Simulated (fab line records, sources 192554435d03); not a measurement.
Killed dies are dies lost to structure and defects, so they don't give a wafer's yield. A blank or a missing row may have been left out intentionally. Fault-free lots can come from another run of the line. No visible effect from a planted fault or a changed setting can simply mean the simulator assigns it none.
Comparing a struck lot with a sound one || flow n5_finfet || 14 steps out of a route of 1938
Sound: wafers L661.2, L661.4, L661.6. Struck: wafers L664.1, L664.4, L664.6. At the end, the cause is stated.
Order at every step that has rows: each side's tool, ch and its chambers, its first start. Under that, the readings that differ: sound wafers || struck wafers || difference of the means || sigmas: that difference in standard deviations of wafers without a fault.
alike: a reading whose means differ by less than 2 such deviations, as well as words and numbers matching on both sides. not compared: withheld readings; readings where some wafer has no value; bounds like >300 that might hide an equal value; numbers whose values overlap and for which the record gives no deviation.
Wherever a step has rows on one side only, a row that says differs or no value, or a row with sigmas, the two part there. Numbers that have no deviation but don't overlap get no sigmas and don't part them. Lack of a reading on every wafer of one side parts them only where that side has two or more wafers.

N5_BEOL_M13_STRIP_63: strips in N2/H2.
  sound on plasma_asher-01 ch 0,1, day 13 14:41; struck on plasma_asher-02 ch 0, day 14 08:00
{"reading": "drypump_motor_current_A (A)", "sound": "5.90 5.93 5.85", "struck": "5.72 5.78 5.78", "difference": -0.13, "sigmas": -2}
  alike: heater_power_w, oes_product_au, strip_time_to_endpoint_s
  not compared: rf_hours_counter_h
N5_BEOL_M13_STRIP_64: strips in N2/H2.
  sound on plasma_asher-01 ch 0,1, day 13 14:44; struck on plasma_asher-02 ch 0, day 14 08:04
{"reading": "drypump_motor_current_A (A)", "sound": "5.90 5.92 5.91", "struck": "5.80 5.78 5.77", "difference": -0.13, "sigmas": -2}
  alike: heater_power_w, oes_product_au, strip_time_to_endpoint_s
  not compared: rf_hours_counter_h
then, 2 steps without rows for these wafers: N5_BEOL_M13_STRIP_71 (strips in post etch residue remover, time 60 s); N5_BEOL_M13_SRD_72 (time 30 s, dry time 30 s).
N5_BEOL_M13_CD_MEAS_17 targets a cd of 190 nm.
  sound on cd_sem-02 at day 13 14:53; struck on cd_sem-03 at day 14 08:13
  alike: cd_nm
then, 7 steps without rows for these wafers: N5_BEOL_M13_COAT_65 (time 60 s, resist thk 350 nm); N5_BEOL_M13_COAT_66 (time 60 s, resist thk 110 nm); N5_BEOL_M13_COAT_22 (resist thk 300 nm); N5_BEOL_M13_EBR_24; N5_BEOL_M13_SOFTBAKE_23 (time 60 s); N5_BEOL_M13_EXPOSE_25 (exposes mask M13, target cd 210 nm); N5_BEOL_M13_PEB_26 (peb time 90 s).
N5_BEOL_M13_DEVELOP_27: develop time 45 s.
  struck on litho_track-04, day 14 08:34; sound on litho_track-04 ch 0, day 13 15:14
  no value came back on the struck wafers for chill_plate_temp_C (C), develop_time_s (s), developer_temp_C (C), resist_line_temp_C (C); on the sound wafers chill_plate_temp_C (C) reads 22.95 23.01 23.07
{"reading": "model.coat_of_BEOL_M13_COAT_22.thk_nm (nm)", "sound": "285.8 286.2 287.2", "struck": "300 299.8 299.8", "difference": "+13", "sigmas": ""}
then, 1 step without rows for these wafers: N5_BEOL_M13_HARDBAKE_32 (time 120 s).

WHERE THEY PART
At N5_BEOL_M13_STRIP_63 first; at N5_BEOL_M13_DEVELOP_27 last (within this record only).

WHY: the cause the simulator had injected
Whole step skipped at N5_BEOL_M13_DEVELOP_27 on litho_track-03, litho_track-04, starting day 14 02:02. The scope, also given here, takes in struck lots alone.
